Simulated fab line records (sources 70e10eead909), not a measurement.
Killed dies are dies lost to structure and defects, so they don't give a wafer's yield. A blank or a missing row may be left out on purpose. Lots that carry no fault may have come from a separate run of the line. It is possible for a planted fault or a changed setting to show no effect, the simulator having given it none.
Which tool did it? + flow nandHarc + Sampling: 14 lots, 42 wafers, 3 of 1302 route steps

== WHAT THE GAUGES READ, wafer by wafer ==
NHARC_P_M0_INSPECT_11.
| lot  | measured     | on               | rawDefectCount |
|------|--------------|------------------|----------------|
| L671 | day 6 11:14  | defectInspect-01 | 4 2 1          |
| L672 | day 6 17:49  | defectInspect-01 | 1 4 4          |
| L674 | day 7 20:02  | defectInspect-01 | 5 5 2          |
| L676 | day 8 11:40  | defectInspect-01 | 2 7 5          |
| L677 | day 8 12:29  | defectInspect-02 | 3 2 2          |
| L678 | day 9 01:26  | defectInspect-02 | 3 2 2          |
| L679 | day 9 07:20  | defectInspect-02 | 3 5 0          |
| L680 | day 9 16:04  | defectInspect-02 | 4 5 7          |
| L682 | day 10 15:19 | defectInspect-01 | 12 6 15        |
| L683 | day 10 19:23 | defectInspect-01 | 2 2 8          |
| L686 | day 12 09:41 | defectInspect-01 | 5 9 5          |
| L687 | day 12 21:03 | defectInspect-02 | 3 10 10        |
| L693 | day 15 02:42 | defectInspect-02 | 7 9 6          |
| L694 | day 15 19:19 | defectInspect-01 | 1 3 3          |

== WHAT TOOL EACH LOT RAN ON (gives the tool, then ch and the chambers of the sampled wafers, and finally the start) ==
| lot  | NHARC_P_CONTACT_CMP_01        | NHARC_P_M0_DEP_00               |
|------|-------------------------------|---------------------------------|
| L671 | cmp-02 ch 0,1, day 6 06:04    | pecvd-03 ch 0,1, day 6 10:25    |
| L672 | cmp-04 ch 0,2,3, day 6 12:52  | pecvd-03 ch 0,1,2, day 6 16:58  |
| L674 | cmp-02 ch 1,2,3, day 7 14:54  | pecvd-03 ch 0,1,2, day 7 19:08  |
| L676 | cmp-03 ch 1,2,3, day 8 06:32  | pecvd-03 ch 0,1,2, day 8 10:40  |
| L677 | cmp-02 ch 0,1,3, day 8 07:21  | pecvd-04 ch 0,1,2, day 8 11:31  |
| L678 | cmp-04 ch 0,1,2, day 8 20:19  | pecvd-04 ch 1,2, day 9 00:31    |
| L679 | cmp-02 ch 0,1, day 9 02:17    | pecvd-03 ch 0,2, day 9 06:32    |
| L680 | cmp-04 ch 1,3, day 9 09:54    | pecvd-03 ch 1,2, day 9 15:07    |
| L682 | cmp-03 ch 1,2, day 10 10:17   | pecvd-04 ch 0,1, day 10 14:29   |
| L683 | cmp-03 ch 1,2,3, day 10 14:22 | pecvd-01 ch 0,2, day 10 18:28   |
| L686 | cmp-03 ch 1,2,3, day 12 03:42 | pecvd-03 ch 1,2, day 12 08:18   |
| L687 | cmp-02 ch 0,1,2, day 12 15:02 | pecvd-03 ch 0,1, day 12 19:15   |
| L693 | cmp-03 ch 0,1,3, day 14 21:50 | pecvd-01 ch 0,1,2, day 15 01:52 |
| L694 | cmp-02 ch 2,3, day 15 14:02   | pecvd-03 ch 1,2, day 15 18:21   |
- NHARC_P_CONTACT_CMP_01: polishes SiO2, target thk 200 nm.
- NHARC_P_M0_DEP_00: deposits SiOC, target thk 150 nm.

== AS READ BY THE TOOLS THEMSELVES (means over the sampled wafers that have a number; for cases with no such wafer, the mark the record gives instead) ==
NHARC_P_CONTACT_CMP_01.
| lot  | tool   | motorCurrentA (A) |
|------|--------|-------------------|
| L671 | cmp-02 | 13.9              |
| L672 | cmp-04 | 11.7              |
| L674 | cmp-02 | 11.2              |
| L676 | cmp-03 | 12.6              |
| L677 | cmp-02 | 12.4              |
| L678 | cmp-04 | 11.4              |
| L679 | cmp-02 | 12.1              |
| L680 | cmp-04 | 12.4              |
| L682 | cmp-03 | 14.1              |
| L683 | cmp-03 | 12.6              |
| L686 | cmp-03 | 13.3              |
| L687 | cmp-02 | 13.1              |
| L693 | cmp-03 | 12.7              |
| L694 | cmp-02 | 11.8              |

NHARC_P_M0_DEP_00.
| lot  | tool     | rfFwdPowerW (W) |
|------|----------|-----------------|
| L671 | pecvd-03 | 599.5           |
| L672 | pecvd-03 | 600.5           |
| L674 | pecvd-03 | 598.7           |
| L676 | pecvd-03 | 599.3           |
| L677 | pecvd-04 | 598.7           |
| L678 | pecvd-04 | 597.4           |
| L679 | pecvd-03 | 597.9           |
| L680 | pecvd-03 | 599.3           |
| L682 | pecvd-04 | 600.4           |
| L683 | pecvd-01 | 598.3           |
| L686 | pecvd-03 | 599.4           |
| L687 | pecvd-03 | 599.1           |
| L693 | pecvd-01 | 598.9           |
| L694 | pecvd-03 | 599.7           |

== THE ANSWER, worked out from the rows above alone ==
Rule: the usual values come from the lots themselves. Put in order of their means at a reading, lots are off if they are a third of the lots or fewer, leave a main group of 4 or more, and stand apart from it by a gap of 3 or more times the standard deviation of the main group's means; of several such gaps the widest counts. A main group whose means are all the same, to the digits that the tables above print for the reading, isn't used. Also off: a lot with no number at a reading for which 4 or more lots have one. Any other lot the step has rows for is counted as sound. Order of review: gauges by route order, followed by the tools' own readings, for which a lot's mean as printed above is used. The first step at which some lot is off is used, and at that step the reading that is off furthest; a lot without a number counts as furthest.
No lot is off at any reading shown: from this, nothing can be told.

== WHAT THE SIMULATOR PUT IN ==
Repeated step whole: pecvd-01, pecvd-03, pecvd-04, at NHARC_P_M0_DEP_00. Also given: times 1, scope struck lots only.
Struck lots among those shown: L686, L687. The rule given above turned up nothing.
